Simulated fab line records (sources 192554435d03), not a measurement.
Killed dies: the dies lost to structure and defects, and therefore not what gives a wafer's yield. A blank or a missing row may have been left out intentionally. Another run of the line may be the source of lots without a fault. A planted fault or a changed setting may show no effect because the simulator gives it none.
fab line records	flow n5_finfet
record lots=24	wafers=72	last_day=18
route steps=1938 shown BEOL_M0_SAQP@679 BEOL_M0@718 BEOL_M1@802
lots with no fault: from the same line, run without faults
start_h: start of the lot's first displayed wafer, in hours after the record's first day	wait_h: how many hours have passed since the lot's step before this one	" as in the row above	L1.1+2: a single row standing in for several wafers	- no value, or no start was given	* or withheld: withheld	< > ~ a bound
route shown NAME@n: NAME is a module with steps in the file, n the number in the route of the first one	usual: the fault-free wafers' mean and standard deviation	same: alike in all rows	chamber/n: place in a boat	sites: readings site by site	_std_site: the standard deviation of these	_edge_site: mean of outer sites minus mean of inner sites	radius_mm: for every site, how far away it sits from the centre of the wafer	mask NAME#n: copy n	behind: the tool/chamber that last shaped the wafer	hold: why the lot went on hold/how many hours it stayed there/how the hold came to an end	device: whichever transistor did not switch (one of n, p or np)	end of line: the tests these same wafers got at the end of their route	a step with no rows: only its recipe	killed: count of dies lost to structure and defects at first sort (not the wafer's yield)	map: per-die view of a wafer (x killed, . not killed, _ where there is no die)
set.NAME: the setting the step ran with; set.NAME@STEP: the setting that earlier step ran with	model.NAME: the simulator's own value behind a step, which no gauge read
the route's steps for a sample of lots (tables are steps, rows are wafers)
services: from which hour (start_h, from the record's first day; less than 0 if before it) a tool's chamber was out of use, for how many hours, and why
## steps
# step N5_BEOL_M0_SAQP_CD_MEAS_29
# recipe target_cd_nm=14.4	landing_energy_ev=1000	detector=se_inlens
# usual cd_nm=15.02/0.22
lot.wafer	tool	chamber	start_h	wait_h	cd_nm
L074.2	cd_sem-01	0	116.76	0.1	15.08
L074.3	"	0	"	"	14.87
L074.6	"	0	"	"	15.08
L075.2	cd_sem-03	0	118.15	0.1	14.81
L075.5	"	0	"	"	15.26
L075.6	"	0	"	"	15.39
L076.1	cd_sem-01	0	125.74	0.1	15.35
L076.4	"	0	"	"	15.27
L076.6	"	0	"	"	15.05
L077.2	cd_sem-03	0	132.09	0.1	15.61
L077.5	"	0	"	"	14.90
L077.6	"	0	"	"	15.49
L078.1	cd_sem-02	0	139.36	0.1	15.00
L078.3	"	0	"	"	14.92
L078.5	"	0	"	"	14.91
L079.1	cd_sem-03	0	146.07	0.1	14.86
L079.2	"	0	"	"	15.23
L079.4	"	0	"	"	15.06
L080.1	cd_sem-01	0	147.48	0.1	15.04
L080.3	"	0	"	"	15.30
L080.4	"	0	"	"	14.70
L081.1	cd_sem-02	0	158.32	0.1	15.30
L081.3	"	0	"	"	15.28
L081.5	"	0	"	"	14.90
L082.2	cd_sem-02	0	163.87	0.1	14.76
L082.4	"	0	"	"	15.09
L082.6	"	0	"	"	15.17
L083.1	cd_sem-03	0	167.15	0.1	15.12
L083.5	"	0	"	"	14.84
L083.6	"	0	"	"	14.78
L084.3	cd_sem-03	0	179.63	0.1	15.12
L084.4	"	0	"	"	14.95
L084.5	"	0	"	"	14.98
L085.1	cd_sem-02	0	180.96	0.1	14.89
L085.4	"	0	"	"	15.22
L085.5	"	0	"	"	14.99
L086.1	cd_sem-03	0	187.95	0.1	15.29
L086.2	"	0	"	"	15.17
L086.5	"	0	"	"	15.04
L087.3	cd_sem-01	0	194.13	0.1	14.93
L087.4	"	0	"	"	14.89
L087.6	"	0	"	"	15.17
L088.2	cd_sem-02	0	197.99	0.1	15.19
L088.3	"	0	"	"	14.67
L088.5	"	0	"	"	14.98
L089.1	cd_sem-02	0	206.77	0.1	14.84
L089.2	"	0	"	"	14.73
L089.4	"	0	"	"	14.73
L090.3	cd_sem-03	0	209.87	0.1	15.35
L090.4	"	0	"	"	15.18
L090.6	"	0	"	"	15.49
L091.1	cd_sem-01	0	215.62	0.1	15.23
L091.3	"	0	"	"	14.79
L091.4	"	0	"	"	14.84
L092.2	cd_sem-02	0	220.22	0.1	14.98
L092.4	"	0	"	"	14.88
L092.6	"	0	"	"	15.05
L093.2	cd_sem-01	0	225.08	0.1	14.97
L093.5	"	0	"	"	15.28
L093.6	"	0	"	"	14.75
L094.1	cd_sem-03	0	231.45	0.1	15.51
L094.4	"	0	"	"	14.93
L094.6	"	0	"	"	15.22
L095.1	cd_sem-02	0	239.29	0.1	15.42
L095.3	"	0	"	"	15.52
L095.4	"	0	"	"	15.28
L096.2	cd_sem-01	0	242.30	0.1	14.77
L096.3	"	0	"	"	14.83
L096.4	"	0	"	"	15.15
L097.1	cd_sem-02	0	246.55	0.1	14.37
L097.2	"	0	"	"	14.95
L097.6	"	0	"	"	14.84
# step N5_BEOL_M0_SAQP_CD_MEAS_40
# recipe target_cd_nm=30	landing_energy_ev=500	detector=se_inlens
# usual cd_nm=30.15/0.28
lot.wafer	tool	chamber	start_h	wait_h	cd_nm
L074.2	cd_sem-03	0	117.06	-	30.45
L074.3	"	0	"	"	30.63
L074.6	"	0	"	"	30.32
L075.2	cd_sem-03	0	118.58	-	30.27
L075.5	"	0	"	"	30.48
L075.6	"	0	"	"	30.32
L076.1	cd_sem-01	0	126.17	-	29.80
L076.4	"	0	"	"	29.66
L076.6	"	0	"	"	30.15
L077.2	cd_sem-03	0	132.52	-	29.99
L077.5	"	0	"	"	30.03
L077.6	"	0	"	"	30.05
L078.1	cd_sem-03	0	139.66	-	29.63
L078.3	"	0	"	"	29.69
L078.5	"	0	"	"	29.98
L079.1	cd_sem-02	0	146.38	-	30.08
L079.2	"	0	"	"	30.05
L079.4	"	0	"	"	29.98
L080.1	cd_sem-01	0	147.92	-	30.31
L080.3	"	0	"	"	29.55
L080.4	"	0	"	"	30.13
L081.1	cd_sem-02	0	158.63	-	30.70
L081.3	"	0	"	"	29.94
L081.5	"	0	"	"	29.76
L082.2	cd_sem-03	0	164.31	-	30.19
L082.4	"	0	"	"	30.45
L082.6	"	0	"	"	30.16
L083.1	cd_sem-02	0	167.58	-	29.92
L083.5	"	0	"	"	29.78
L083.6	"	0	"	"	29.69
L084.3	cd_sem-02	0	180.07	-	29.93
L084.4	"	0	"	"	29.79
L084.5	"	0	"	"	29.90
L085.1	cd_sem-01	0	181.40	-	30.21
L085.4	"	0	"	"	30.39
L085.5	"	0	"	"	30.03
L086.1	cd_sem-01	0	188.38	-	30.19
L086.2	"	0	"	"	29.90
L086.5	"	0	"	"	29.91
L087.3	cd_sem-03	0	194.44	-	30.47
L087.4	"	0	"	"	30.74
L087.6	"	0	"	"	29.87
L088.2	cd_sem-01	0	198.42	-	30.17
L088.3	"	0	"	"	30.25
L088.5	"	0	"	"	30.01
L089.1	cd_sem-02	0	207.08	-	29.78
L089.2	"	0	"	"	29.73
L089.4	"	0	"	"	30.30
L090.3	cd_sem-02	0	210.18	-	30.24
L090.4	"	0	"	"	30.38
L090.6	"	0	"	"	30.10
L091.1	cd_sem-01	0	216.05	-	29.99
L091.3	"	0	"	"	30.16
L091.4	"	0	"	"	29.75
L092.2	cd_sem-01	0	220.52	-	29.72
L092.4	"	0	"	"	30.04
L092.6	"	0	"	"	29.94
L093.2	cd_sem-03	0	225.51	-	30.08
L093.5	"	0	"	"	29.66
L093.6	"	0	"	"	29.66
L094.1	cd_sem-03	0	231.75	-	30.28
L094.4	"	0	"	"	30.44
L094.6	"	0	"	"	30.58
L095.1	cd_sem-02	0	239.60	-	30.39
L095.3	"	0	"	"	30.43
L095.4	"	0	"	"	29.93
L096.2	cd_sem-02	0	242.73	-	30.56
L096.3	"	0	"	"	30.49
L096.4	"	0	"	"	30.31
L097.1	cd_sem-01	0	246.97	-	29.97
L097.2	"	0	"	"	30.05
L097.6	"	0	"	"	30.20
# step N5_BEOL_M0_STRIP_104
# recipe chemistry=N2/H2	power_w=450	temp_c=40	pressure_mtorr=20	rf_frequency_hz=6e+07	overash_fraction=0.3	bias_power_w=7	h2_frac=0.5	n2_flow_sccm=200	h2_flow_sccm=200
# usual drypump_motor_current_A=5.7/0.46	oes_product_au=0.81/0.094	rf_vpp_V=59.4/1.8	showerhead_plenum_p_Torr=2.61/0.071	throttle_valve_pct=23.7/0.38
# same overash_fraction=0.3
lot.wafer	tool	chamber	start_h	wait_h	drypump_motor_current_A	oes_product_au	rf_hours_counter_h	rf_vpp_V	showerhead_plenum_p_Torr	throttle_valve_pct
L074.2	rie_diel-06	2	119.25	0.0	5.5	0.69	226	58.2	2.62	24.2
L074.3	"	1	"	"	6.1	0.93	14	59.7	2.71	23.3
L074.6	"	1	"	"	6.1	0.94	-	56.7	2.71	23.3
L075.2	rie_diel-06	2	121.51	0.0	5.5	0.69	227	60.1	2.62	24.2
L075.5	"	1	"	"	6.1	0.93	-	59.4	2.71	23.3
L075.6	"	2	"	"	5.6	0.69	-	59.1	2.62	24.2
L076.1	rie_diel-06	2	128.90	0.0	5.5	0.68	230	59.3	2.62	24.2
L076.4	"	0	"	"	5.1	0.80	119	59.6	2.67	23.8
L076.6	"	0	"	"	5.1	0.79	-	60.0	2.67	23.8
L077.2	rie_diel-01	3	136.62	0.0	5.5	0.72	207	59.3	2.52	24.0
L077.5	"	3	"	"	5.5	0.72	-	58.7	2.52	24.0
L077.6	"	0	"	"	6.7	0.69	-	60.4	2.62	23.8
L078.1	rie_diel-06	1	142.03	0.0	6.0	0.91	20	58.5	2.71	23.3
L078.3	"	2	"	"	5.6	0.68	235	59.3	2.62	24.2
L078.5	"	2	"	"	5.6	0.68	-	61.1	2.62	24.2
L079.1	rie_diel-06	3	148.76	0.0	5.7	0.76	168	60.3	2.54	24.3
L079.2	"	0	"	"	5.2	0.80	123	59.1	2.67	23.8
L079.4	"	2	"	"	5.6	0.68	237	60.6	2.62	24.2
L080.1	rie_diel-06	2	150.68	0.0	5.5	0.67	238	58.4	2.62	24.2
L080.3	"	0	"	"	5.2	0.80	124	60.8	2.66	23.9
L080.4	"	1	"	"	6.1	0.91	23	59.5	2.71	23.3
L081.1	rie_diel-03	1	161.08	0.0	6.0	0.88	37	56.5	2.48	23.6
L081.3	"	0	"	"	5.9	0.96	10	61.5	2.59	23.7
L081.5	"	1	"	"	6.0	0.89	-	59.3	2.48	23.7
L082.2	rie_diel-06	1	168.16	0.0	6.0	0.90	29	61.7	2.70	23.3
L082.4	"	0	"	"	5.2	0.79	130	60.2	2.66	23.8
L082.6	"	3	"	"	5.7	0.76	-	55.1	2.54	24.2
L083.1	rie_diel-06	3	172.15	0.0	5.7	0.76	174	59.0	2.54	24.2
L083.5	"	2	"	"	5.6	0.69	-	57.0	2.61	24.3
L083.6	"	1	"	"	6.0	0.90	-	61.2	2.70	23.3
L084.3	rie_diel-01	1	183.17	0.0	6.4	0.83	71	58.2	2.56	23.1
L084.4	"	1	"	"	6.4	0.86	-	60.5	2.56	23.1
L084.5	"	3	"	"	5.4	0.70	-	59.8	2.51	24.0
L085.1	rie_diel-06	3	189.91	0.0	5.7	0.74	181	56.1	2.53	24.3
L085.4	"	0	"	"	5.1	0.78	-	56.4	2.66	23.8
L085.5	"	3	"	"	5.7	0.75	-	62.4	2.53	24.2
L086.1	rie_diel-01	0	192.74	0.0	6.7	0.98	2	60.6	2.62	23.3
L086.2	"	1	"	"	6.4	0.83	75	60.3	2.56	23.1
L086.5	"	0	"	"	6.7	0.98	-	60.7	2.62	23.3
L087.3	rie_diel-01	3	196.99	0.0	5.5	0.70	230	58.7	2.51	24.0
L087.4	"	1	"	"	6.5	0.82	77	61.5	2.56	23.1
L087.6	"	2	"	"	5.3	0.68	-	58.6	2.50	23.9
L088.2	rie_diel-06	3	200.61	0.0	5.7	0.75	187	58.4	2.53	24.2
L088.3	"	1	"	"	6.1	0.86	44	57.6	2.70	23.3
L088.5	"	3	"	"	5.7	0.74	-	60.7	2.53	24.3
L089.1	rie_diel-06	3	210.83	0.0	5.7	0.74	191	55.7	2.53	24.3
L089.2	"	0	"	"	5.2	0.77	149	61.4	2.65	23.9
L089.4	"	1	"	"	6.1	0.87	48	59.1	2.70	23.3
L090.3	rie_diel-01	1	214.04	0.0	6.4	0.85	83	57.2	2.56	23.1
L090.4	"	0	"	"	6.7	0.95	-	61.8	2.61	23.3
L090.6	"	1	"	"	6.5	0.84	-	60.4	2.56	23.0
L091.1	rie_diel-06	3	220.29	0.0	5.7	0.75	193	60.5	2.53	24.2
L091.3	"	2	"	"	5.6	0.97	4	60.4	2.61	23.8
L091.4	"	0	"	"	5.1	0.77	152	56.4	2.65	23.9
L092.2	rie_diel-06	1	222.85	0.0	6.1	0.88	53	61.2	2.69	23.4
L092.4	"	3	"	"	5.7	0.74	194	57.3	2.53	24.3
L092.6	"	0	"	"	5.1	0.77	-	59.5	2.65	23.9
L093.2	rie_diel-06	3	229.22	0.0	5.7	0.73	197	59.1	2.53	24.3
L093.5	"	0	"	"	5.1	0.77	-	58.9	2.65	23.9
L093.6	"	1	"	"	6.0	0.86	-	61.8	2.69	23.3
L094.1	rie_diel-01	1	234.59	0.0	6.4	0.82	91	58.3	2.55	23.0
L094.4	"	0	"	"	6.7	0.92	18	56.5	2.61	23.3
L094.6	"	3	"	"	5.5	0.69	-	58.3	2.50	24.1
L095.1	rie_diel-01	1	241.85	0.0	6.4	0.83	93	58.4	2.55	23.1
L095.3	"	0	"	"	6.7	0.92	20	56.2	2.61	23.3
L095.4	"	2	"	"	5.3	0.96	5	60.0	2.50	23.5
L096.2	rie_diel-06	0	245.87	0.0	5.1	0.75	162	55.9	2.65	23.9
L096.3	"	1	"	"	6.1	0.84	61	61.6	2.69	23.3
L096.4	"	2	"	"	5.6	0.93	15	57.9	2.60	23.8
L097.1	rie_diel-06	0	256.00	0.0	5.2	0.77	165	59.0	2.65	23.9
L097.2	"	1	"	"	6.1	0.85	64	59.6	2.69	23.4
L097.6	"	1	"	"	6.1	0.85	-	57.7	2.69	23.3
# step N5_BEOL_M0_ANNEAL_117
# recipe temp_c=400	time_s=60	ambient=vacuum
# usual heater_power_w=832/63
lot.wafer	tool	chamber	start_h	wait_h	heater_power_w
L074.2	pvd_sputter-03	-	122.12	0.0	882
L074.3	"	-	"	"	771
L074.6	"	-	"	"	798
L075.2	pvd_sputter-03	-	123.24	0.0	778
L075.5	"	-	"	"	804
L075.6	"	-	"	"	807
L076.1	pvd_sputter-02	-	131.43	0.0	787
L076.4	"	-	"	"	846
L076.6	"	-	"	"	930
L077.2	pvd_sputter-01	-	138.45	0.0	747
L077.5	"	-	"	"	962
L077.6	"	-	"	"	770
L078.1	pvd_sputter-03	-	144.02	0.0	860
L078.3	"	-	"	"	786
L078.5	"	-	"	"	877
L079.1	pvd_sputter-02	-	150.19	0.0	787
L079.2	"	-	"	"	838
L079.4	"	-	"	"	906
L080.1	pvd_sputter-02	-	153.46	0.0	828
L080.3	"	-	"	"	787
L080.4	"	-	"	"	915
L081.1	pvd_sputter-03	-	164.22	0.0	871
L081.3	"	-	"	"	807
L081.5	"	-	"	"	786
L082.2	pvd_sputter-01	-	172.36	0.0	882
L082.4	"	-	"	"	766
L082.6	"	-	"	"	763
L083.1	pvd_sputter-02	-	174.93	0.0	783
L083.5	"	-	"	"	822
L083.6	"	-	"	"	789
L084.3	pvd_sputter-03	-	184.72	0.0	889
L084.4	"	-	"	"	813
L084.5	"	-	"	"	812
L085.1	pvd_sputter-02	-	193.42	0.0	783
L085.4	"	-	"	"	840
L085.5	"	-	"	"	839
L086.1	pvd_sputter-03	-	195.39	0.0	864
L086.2	"	-	"	"	789
L086.5	"	-	"	"	807
L087.3	pvd_sputter-01	-	200.38	0.0	912
L087.4	"	-	"	"	978
L087.6	"	-	"	"	959
L088.2	pvd_sputter-02	-	202.56	0.0	832
L088.3	"	-	"	"	827
L088.5	"	-	"	"	804
L089.1	pvd_sputter-02	-	212.60	0.0	771
L089.2	"	-	"	"	913
L089.4	"	-	"	"	827
L090.3	pvd_sputter-03	-	215.96	0.0	800
L090.4	"	-	"	"	811
L090.6	"	-	"	"	895
L091.1	pvd_sputter-02	-	222.24	0.0	832
L091.3	"	-	"	"	780
L091.4	"	-	"	"	834
L092.2	pvd_sputter-02	-	224.68	0.0	830
L092.4	"	-	"	"	802
L092.6	"	-	"	"	828
L093.2	pvd_sputter-01	-	232.78	0.0	890
L093.5	"	-	"	"	987
L093.6	"	-	"	"	737
L094.1	pvd_sputter-03	-	236.41	0.0	781
L094.4	"	-	"	"	805
L094.6	"	-	"	"	781
L095.1	pvd_sputter-01	-	245.98	0.0	899
L095.3	"	-	"	"	978
L095.4	"	-	"	"	795
L096.2	pvd_sputter-01	-	247.49	0.0	991
L096.3	"	-	"	"	883
L096.4	"	-	"	"	734
L097.1	pvd_sputter-03	-	258.21	0.0	877
L097.2	"	-	"	"	771
L097.6	"	-	"	"	864
# step N5_BEOL_M0_SPUTTER_141
# recipe material=Cu	target_thk_a=40	temp_c=-20	chamber_pressure_pa=0.07	power_w=withheld	time_s=7.37
# usual throttle_valve_pct=29.8/1
lot.wafer	tool	chamber	start_h	wait_h	throttle_valve_pct
L074.2	pvd_sputter-03	-	122.40	0.0	29.6
L074.3	"	-	"	"	30.9
L074.6	"	-	"	"	30.5
L075.2	pvd_sputter-03	-	123.52	0.0	30.5
L075.5	"	-	"	"	28.6
L075.6	"	-	"	"	31.7
L076.1	pvd_sputter-02	-	131.71	0.0	29.4
L076.4	"	-	"	"	29.1
L076.6	"	-	"	"	29.3
L077.2	pvd_sputter-01	-	138.73	0.0	29.4
L077.5	"	-	"	"	30.2
L077.6	"	-	"	"	31.7
L078.1	pvd_sputter-03	-	144.30	0.0	29.5
L078.3	"	-	"	"	30.5
L078.5	"	-	"	"	29.8
L079.1	pvd_sputter-02	-	150.47	0.0	29.4
L079.2	"	-	"	"	29.1
L079.4	"	-	"	"	29.4
L080.1	pvd_sputter-02	-	153.74	0.0	29.2
L080.3	"	-	"	"	29.3
L080.4	"	-	"	"	29.2
L081.1	pvd_sputter-03	-	164.50	0.0	29.8
L081.3	"	-	"	"	31.5
L081.5	"	-	"	"	31.7
L082.2	pvd_sputter-01	-	172.64	0.0	30.4
L082.4	"	-	"	"	31.4
L082.6	"	-	"	"	31.3
L083.1	pvd_sputter-02	-	175.21	0.0	29.1
L083.5	"	-	"	"	29.2
L083.6	"	-	"	"	29.1
L084.3	pvd_sputter-03	-	185.00	0.0	29.7
L084.4	"	-	"	"	31.7
L084.5	"	-	"	"	28.6
L085.1	pvd_sputter-02	-	193.70	0.0	29.4
L085.4	"	-	"	"	28.8
L085.5	"	-	"	"	28.6
L086.1	pvd_sputter-03	-	195.67	0.0	29.6
L086.2	"	-	"	"	30.6
L086.5	"	-	"	"	28.4
L087.3	pvd_sputter-01	-	200.66	0.0	30.3
L087.4	"	-	"	"	30.1
L087.6	"	-	"	"	30.2
L088.2	pvd_sputter-02	-	202.84	0.0	28.5
L088.3	"	-	"	"	29.1
L088.5	"	-	"	"	28.8
L089.1	pvd_sputter-02	-	212.88	0.0	29.4
L089.2	"	-	"	"	29.3
L089.4	"	-	"	"	28.5
L090.3	pvd_sputter-03	-	216.24	0.0	31.8
L090.4	"	-	"	"	28.6
L090.6	"	-	"	"	29.6
L091.1	pvd_sputter-02	-	222.52	0.0	29.1
L091.3	"	-	"	"	29.4
L091.4	"	-	"	"	28.7
L092.2	pvd_sputter-02	-	224.96	0.0	29.0
L092.4	"	-	"	"	28.6
L092.6	"	-	"	"	28.5
L093.2	pvd_sputter-01	-	233.06	0.0	30.4
L093.5	"	-	"	"	30.3
L093.6	"	-	"	"	29.4
L094.1	pvd_sputter-03	-	236.69	0.0	30.6
L094.4	"	-	"	"	31.8
L094.6	"	-	"	"	30.5
L095.1	pvd_sputter-01	-	246.26	0.0	30.2
L095.3	"	-	"	"	30.1
L095.4	"	-	"	"	31.3
L096.2	pvd_sputter-01	-	247.77	0.0	30.2
L096.3	"	-	"	"	30.6
L096.4	"	-	"	"	29.5
L097.1	pvd_sputter-03	-	258.49	0.0	29.5
L097.2	"	-	"	"	30.4
L097.6	"	-	"	"	29.6
# step N5_BEOL_M1_STRIP_97
# recipe chemistry=N2/H2	time_s=10	power_w=450	temp_c=40	pressure_mtorr=20	rf_frequency_hz=6e+07	bias_power_w=7	n2_flow_sccm=200	h2_flow_sccm=200
# usual drypump_motor_current_A=5.9/0.56	oes_product_au=0.81/0.1	rf_vpp_V=59.2/0.94	showerhead_plenum_p_Torr=2.55/0.083	throttle_valve_pct=23.68/0.29
lot.wafer	tool	chamber	start_h	wait_h	drypump_motor_current_A	oes_product_au	rf_hours_counter_h	rf_vpp_V	showerhead_plenum_p_Torr	throttle_valve_pct
L074.2	rie_diel-02	0	-	-	5.0	0.71	235	57.2	2.39	23.72
L074.3	"	1	"	"	6.2	0.70	240	59.1	2.50	24.23
L074.6	"	3	"	"	6.5	0.79	-	59.3	2.55	23.54
L075.2	rie_diel-05	1	-	-	5.6	0.79	123	56.6	2.45	23.45
L075.5	"	1	"	"	5.6	0.79	-	59.2	2.45	23.49
L075.6	"	2	"	"	6.5	0.93	-	59.5	2.49	23.38
L076.1	rie_diel-05	0	-	-	5.4	0.72	199	59.6	2.63	23.90
L076.4	"	2	"	"	6.5	0.93	21	58.6	2.49	23.40
L076.6	"	0	"	"	5.5	0.72	-	59.0	2.63	23.91
L077.2	rie_diel-05	2	-	-	6.5	0.93	22	58.2	2.49	23.37
L077.5	"	0	"	"	5.5	0.71	-	60.8	2.63	23.90
L077.6	"	3	"	"	6.3	0.80	-	58.9	2.46	23.68
L078.1	rie_diel-04	2	-	-	5.7	0.70	229	60.3	2.61	23.53
L078.3	"	1	"	"	5.4	0.69	234	58.5	2.62	23.82
L078.5	"	0	"	"	5.4	0.66	-	59.2	2.60	24.24
L079.1	rie_diel-04	2	-	-	5.7	0.69	230	60.0	2.61	23.52
L079.2	"	3	"	"	5.5	0.99	2	59.6	2.70	22.97
L079.4	"	0	"	"	5.4	0.67	241	59.5	2.60	24.25
L080.1	rie_diel-02	2	-	-	6.7	0.84	63	59.8	2.57	23.90
L080.3	"	3	"	"	6.5	0.78	145	59.4	2.54	23.57
L080.4	"	3	"	"	6.5	0.77	-	59.5	2.54	23.56
L081.1	rie_diel-02	0	-	-	5.0	0.68	254	58.6	2.38	23.75
L081.3	"	2	"	"	6.8	0.84	71	58.5	2.57	23.91
L081.5	"	3	"	"	6.5	0.78	-	58.5	2.54	23.58
L082.2	rie_diel-04	2	-	-	5.7	0.69	237	58.7	2.60	23.53
L082.4	"	3	"	"	5.5	0.95	9	59.8	2.69	22.98
L082.6	"	1	"	"	5.4	0.68	-	58.9	2.61	23.82
L083.1	rie_diel-05	3	-	-	6.3	0.78	98	58.5	2.45	23.71
L083.5	"	3	"	"	6.4	0.79	-	57.9	2.45	23.68
L083.6	"	2	"	"	6.5	0.91	-	58.4	2.49	23.40
L084.3	rie_diel-05	1	-	-	5.6	0.77	141	59.2	2.44	23.52
L084.4	"	2	"	"	6.5	0.91	37	58.7	2.48	23.41
L084.5	"	0	"	"	5.4	0.71	-	59.4	2.62	23.92
L085.1	rie_diel-05	3	-	-	6.3	0.78	103	58.0	2.45	23.70
L085.4	"	2	"	"	6.5	0.90	39	58.4	2.48	23.39
L085.5	"	3	"	"	6.4	0.79	-	60.0	2.45	23.71
L086.1	rie_diel-02	3	-	-	6.5	0.77	161	58.6	2.54	23.59
L086.2	"	1	"	"	6.2	0.95	5	60.1	2.49	23.91
L086.5	"	3	"	"	6.5	0.78	-	59.8	2.54	23.59
L087.3	rie_diel-02	0	-	-	5.1	1.03	1	60.1	2.70	23.35
L087.4	"	2	"	"	6.8	0.83	81	58.5	2.56	23.92
L087.6	"	3	"	"	6.5	0.78	-	59.4	2.54	23.58
L088.2	rie_diel-02	1	-	-	6.2	0.93	7	58.9	2.49	23.93
L088.3	"	3	"	"	6.5	0.77	164	59.4	2.54	23.58
L088.5	"	3	"	"	6.5	0.77	-	58.4	2.53	23.59
L089.1	rie_diel-02	1	-	-	6.2	0.92	11	58.9	2.49	23.90
L089.2	"	2	"	"	6.7	0.82	86	60.3	2.56	23.92
L089.4	"	3	"	"	6.5	0.77	167	59.3	2.53	23.59
L090.3	rie_diel-04	3	-	-	5.5	0.91	27	57.3	2.68	22.99
L090.4	"	0	"	"	5.4	0.98	-	58.1	2.59	24.02
L090.6	"	3	"	"	5.5	0.91	-	60.4	2.68	22.99
L091.1	rie_diel-02	3	-	-	6.5	0.77	170	59.1	2.53	23.61
L091.3	"	0	"	"	5.0	0.99	7	61.2	2.69	23.35
L091.4	"	1	"	"	6.2	0.91	13	59.2	2.49	23.92
L092.2	rie_diel-04	3	-	-	5.4	0.90	28	59.5	2.68	22.99
L092.4	"	3	"	"	5.5	0.89	-	58.9	2.68	23.00
L092.6	"	0	"	"	5.4	0.96	-	57.7	2.59	24.03
L093.2	rie_diel-02	1	-	-	6.2	0.91	16	60.5	2.49	23.92
L093.5	"	3	"	"	6.5	0.75	-	60.8	2.53	23.60
L093.6	"	2	"	"	6.7	0.81	-	59.6	2.56	23.93
L094.1	rie_diel-05	0	-	-	5.5	0.70	227	59.7	2.61	23.93
L094.4	"	2	"	"	6.5	0.88	53	58.8	2.48	23.43
L094.6	"	3	"	"	6.4	0.78	-	57.6	2.44	23.76
L095.1	rie_diel-04	1	-	-	5.4	0.96	3	59.0	2.61	23.59
L095.3	"	0	"	"	5.4	0.93	11	58.6	2.59	24.04
L095.4	"	2	"	"	5.7	0.67	264	59.5	2.59	23.56
L096.2	rie_diel-02	1	-	-	6.2	0.90	22	58.5	2.49	23.93
L096.3	"	3	"	"	6.5	0.75	178	58.0	2.53	23.60
L096.4	"	2	"	"	6.8	0.80	97	57.3	2.56	23.92
L097.1	rie_diel-05	1	-	-	5.6	0.74	163	58.8	2.43	23.52
L097.2	"	3	"	"	6.3	0.76	125	60.3	2.44	23.74
L097.6	"	2	"	"	6.5	0.87	-	59.3	2.47	23.44
## services
tool	chamber	start_h	hours	kind
rie_diel-03	-	111.30	2.4	repair
pvd_sputter-01	-	129.72	1.9	repair
rie_diel-06	1	132.23	6.0	repair
rie_diel-06	0	133.63	5.5	repair
rie_diel-06	-	139.31	0.5	repair
rie_diel-04	1	142.41	4.1	repair
rie_diel-05	0	149.93	9.9	repair
rie_diel-06	3	155.87	5.8	repair
rie_diel-02	1	158.69	-	clean
rie_diel-02	1	158.69	-	consumable_replace:focus_ring
rie_diel-02	1	158.69	32.3	scheduled_down
rie_diel-02	1	158.69	32.3	vent_cycle
rie_diel-01	0	167.59	-	clean
rie_diel-01	0	167.59	-	consumable_replace:focus_ring
rie_diel-06	2	184.66	-	clean
rie_diel-06	2	184.66	-	consumable_replace:focus_ring
rie_diel-06	2	184.66	21.6	scheduled_down
rie_diel-06	2	184.66	21.6	vent_cycle
rie_diel-02	0	191.04	-	clean
rie_diel-02	0	191.04	-	consumable_replace:focus_ring
rie_diel-02	0	191.04	-	consumable_replace:showerhead
rie_diel-02	0	191.04	13.5	scheduled_down
rie_diel-02	0	191.04	13.5	vent_cycle
rie_diel-03	-	221.21	0.3	repair
## key
fault none
